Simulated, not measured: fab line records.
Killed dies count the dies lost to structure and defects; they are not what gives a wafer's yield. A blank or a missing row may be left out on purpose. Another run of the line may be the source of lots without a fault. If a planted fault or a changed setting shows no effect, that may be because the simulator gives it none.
Matching of chambers / flow nand-harc / NHARC_A_WL_FILL_ALD_00 on ald-hk-03: 4 sister chambers
The step deposits Al2O3, target thk 3 nm, pulse time 3 s, ald cycles 30. 16 wafers are shown with their chamber, then 8 later ones without.

== WAFERS PAIRED WITH THEIR CHAMBERS ==
wafer=L375.1; chamber=1; heater-power-outer-w (W)=244; heater-power-w (W)=452; precursor-pulse-height-rel=0.986
wafer=L375.2; chamber=3; heater-power-outer-w (W)=262; heater-power-w (W)=483; precursor-pulse-height-rel=1.002
wafer=L375.6; chamber=1; heater-power-outer-w (W)=246; heater-power-w (W)=439; precursor-pulse-height-rel=0.983
wafer=L378.2; chamber=1; heater-power-outer-w (W)=251; heater-power-w (W)=442; precursor-pulse-height-rel=0.951
wafer=L378.4; chamber=0; heater-power-outer-w (W)=288; heater-power-w (W)=530; precursor-pulse-height-rel=0.965
wafer=L378.5; chamber=3; heater-power-outer-w (W)=264; heater-power-w (W)=484; precursor-pulse-height-rel=1.049
wafer=L382.2; chamber=2; heater-power-outer-w (W)=272; heater-power-w (W)=450; precursor-pulse-height-rel=0.984
wafer=L382.4; chamber=1; heater-power-outer-w (W)=245; heater-power-w (W)=444; precursor-pulse-height-rel=0.988
wafer=L382.6; chamber=0; heater-power-outer-w (W)=287; heater-power-w (W)=535; precursor-pulse-height-rel=1.002
wafer=L386.3; chamber=0; heater-power-outer-w (W)=288; heater-power-w (W)=516; precursor-pulse-height-rel=1.036
wafer=L386.4; chamber=1; heater-power-outer-w (W)=248; heater-power-w (W)=454; precursor-pulse-height-rel=0.982
wafer=L386.6; chamber=3; heater-power-outer-w (W)=262; heater-power-w (W)=470; precursor-pulse-height-rel=1.022
wafer=L385.2; chamber=0; heater-power-outer-w (W)=296; heater-power-w (W)=527; precursor-pulse-height-rel=0.986
wafer=L385.4; chamber=1; heater-power-outer-w (W)=246; heater-power-w (W)=458; precursor-pulse-height-rel=0.997
wafer=L385.5; chamber=2; heater-power-outer-w (W)=271; heater-power-w (W)=463; precursor-pulse-height-rel=0.971
wafer=L383.1; chamber=1; heater-power-outer-w (W)=250; heater-power-w (W)=448; precursor-pulse-height-rel=1.017

SIGNATURES, as means of the wafers listed above
reading=heater-power-outer-w; chamber 0=289.75; chamber 1=247.14; chamber 2=271.50; chamber 3=262.67; scatter within a chamber=2.84
reading=heater-power-w; chamber 0=527.00; chamber 1=448.14; chamber 2=456.50; chamber 3=479.00; scatter within a chamber=7.56
reading=precursor-pulse-height-rel; chamber 0=0.99725; chamber 1=0.98629; chamber 2=0.97750; chamber 3=1.02433; scatter within a chamber=0.0228
Rule: for each reading, subtract the chamber's mean from the wafer's reading, divide by that reading's scatter and square the result; add these up over the readings and take the root, which gives the wafer's distance from the chamber. If the next closest chamber is less than 2 further off than the closest, the wafer can't be placed; otherwise it belongs to the closest. The scatter: take each reading less its chamber's mean, square it, sum over the shown wafers, divide by the number of wafers less the number of chambers, and take the root.

== WAFERS MISSING THEIR CHAMBER ==
wafer=L383.4; heater-power-outer-w (W)=293; heater-power-w (W)=542; precursor-pulse-height-rel=1.000
wafer=L383.6; heater-power-outer-w (W)=293; heater-power-w (W)=528; precursor-pulse-height-rel=0.988
wafer=L388.1; heater-power-outer-w (W)=260; heater-power-w (W)=467; precursor-pulse-height-rel=0.973
wafer=L388.2; heater-power-outer-w (W)=295; heater-power-w (W)=520; precursor-pulse-height-rel=1.000
wafer=L388.3; heater-power-outer-w (W)=241; heater-power-w (W)=452; precursor-pulse-height-rel=0.966
wafer=L393.1; heater-power-outer-w (W)=273; heater-power-w (W)=468; precursor-pulse-height-rel=1.006
wafer=L393.3; heater-power-outer-w (W)=287; heater-power-w (W)=528; precursor-pulse-height-rel=0.973
wafer=L393.4; heater-power-outer-w (W)=244; heater-power-w (W)=445; precursor-pulse-height-rel=1.021

== CHAMBER TAKEN BY EACH ==
wafer=L383.4; from the rows above=0; in truth=0
wafer=L383.6; from the rows above=0; in truth=0
wafer=L388.1; from the rows above=can't be placed: 3 or 2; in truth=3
wafer=L388.2; from the rows above=0; in truth=0
wafer=L388.3; from the rows above=1; in truth=1
wafer=L393.1; from the rows above=can't be placed: 2 or 3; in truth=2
wafer=L393.3; from the rows above=0; in truth=0
wafer=L393.4; from the rows above=1; in truth=1
Placed correctly: 6 of 8. Can't be placed from these rows: 2 (the true chamber is among the candidates in 2). 0 placed wrongly.
